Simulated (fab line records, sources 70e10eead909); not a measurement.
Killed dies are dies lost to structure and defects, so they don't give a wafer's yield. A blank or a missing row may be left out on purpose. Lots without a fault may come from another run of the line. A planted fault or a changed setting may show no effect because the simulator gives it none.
Chamber matching | flow nand_harc | NHARC_A_M1_PRE_CLEAN_32 on pecvd-03: 3 sister chambers
The step time 12 s. 3 wafers are shown with their chamber, then 7 later ones without.

WAFERS WITH THEIR CHAMBER
wafer  | chamber | heater_power_w (W)
L569.6 | 2       | 692
L571.1 | 1       | 597
L571.2 | 0       | 668

WAFERS WITHOUT THEIR CHAMBER
wafer  | heater_power_w (W)
L571.6 | 578
L573.2 | 610
L573.3 | 706
L573.6 | 725
L588.3 | 601
L588.5 | 617
L588.6 | 655

WHICH CHAMBER EACH WENT THROUGH
wafer  | from the rows above     | in truth
L571.6 | 1                       | 1
L573.2 | 1                       | 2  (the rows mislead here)
L573.3 | can't be placed: 2 or 0 | 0
L573.6 | can't be placed: 2 or 0 | 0
L588.3 | 1                       | 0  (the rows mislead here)
L588.5 | can't be placed: 1 or 0 | 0
L588.6 | can't be placed: 0 or 2 | 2
Placed correctly: 1 of 7. Can't be placed from these rows: 4 (the true chamber is among the candidates in 4). Placed wrongly: 2.
How it was worked out, from the rows above alone: a wafer's distance from a chamber is the root of the sum, over the readings, of the square of ((its reading less the chamber's mean) divided by the reading's scatter). The wafer belongs to the nearest chamber; if the next one is less than 2 further off, it can't be placed. A chamber's mean is the mean of its shown wafers. The scatter: with one shown wafer a chamber, the root of the mean of the squares of how far each hidden wafer lies from its nearest shown one.
